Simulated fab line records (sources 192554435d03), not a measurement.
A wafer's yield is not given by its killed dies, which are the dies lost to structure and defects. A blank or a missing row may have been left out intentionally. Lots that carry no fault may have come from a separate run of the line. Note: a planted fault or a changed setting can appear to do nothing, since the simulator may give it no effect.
Chamber matching	flow n5 finfet	N5_BEOL_M1_ALD_84 on ald metal-03: 4 sister chambers
The step deposits TaN, pulse time 2 s, purge time 3 s, co reactant purge time 2 s. 24 wafers are shown with their chamber, then 12 later ones without.

== WAFERS PAIRED WITH THEIR CHAMBERS ==
wafer	chamber	heater power w (W)	precursor vessel carrier sccm (sccm)
L074.3	2	380	1002.7
L074.5	1	453	998.3
L074.6	0	446	1000.5
L076.2	0	431	998.4
L076.4	2	373	998.2
L076.5	0	449	999.4
L077.1	1	446	1002.7
L077.3	0	446	997.5
L077.5	1	456	1002.7
L078.4	2	373	1000.0
L078.5	3	389	998.1
L078.6	2	381	997.3
L079.2	3	394	997.3
L079.3	2	369	1000.9
L079.6	1	453	1003.8
L082.1	3	397	999.4
L082.4	2	367	998.5
L082.6	3	406	1002.7
L084.2	0	443	1000.8
L084.5	2	370	995.2
L084.6	3	407	1003.2
L085.3	3	409	1001.0
L085.4	2	370	1003.0
L085.6	3	404	998.6

SIGNATURES (averages over the wafers above)
reading	chamber 0	chamber 1	chamber 2	chamber 3	scatter within a chamber
heater power w	443.00	452.00	372.88	400.86	6.24
precursor vessel carrier sccm	999.320	1001.875	999.475	1000.043	2.32
Rule: a wafer lies at a distance from a chamber equal to the root of the sum of squares, over the readings, of (its reading less the chamber's mean, divided by the reading's scatter). If the next closest chamber is less than 2 further off than the closest, the wafer can't be placed; otherwise it belongs to the closest. The scatter: take each reading less its chamber's mean, square it, sum over the shown wafers, divide by the number of wafers less the number of chambers, and take the root.

== WAFERS MISSING THEIR CHAMBER ==
wafer	heater power w (W)	precursor vessel carrier sccm (sccm)
L089.1	408	998.3
L089.3	464	1004.0
L089.4	441	1003.5
L092.2	438	1003.1
L092.3	408	1000.0
L092.6	377	994.3
L094.1	433	998.9
L094.2	400	996.3
L094.6	418	1000.9
L095.2	413	1005.1
L095.3	449	999.6
L095.5	430	998.3

== WHICH CHAMBER EACH ONE RAN IN ==
wafer	from the rows above	in truth
L089.1	3	3
L089.3	can't be placed: 1 or 0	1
L089.4	can't be placed: 0 or 1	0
L092.2	can't be placed: 0 or 1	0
L092.3	3	3
L092.6	2	2
L094.1	can't be placed: 0 or 1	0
L094.2	3	3
L094.6	can't be placed: 3 or 0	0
L095.2	3	3
L095.3	can't be placed: 0 or 1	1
L095.5	can't be placed: 0 or 1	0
Correctly placed: 5 of 12. These rows do not allow placing 7 (true chamber among the candidates in 7). Wrongly placed: 0.
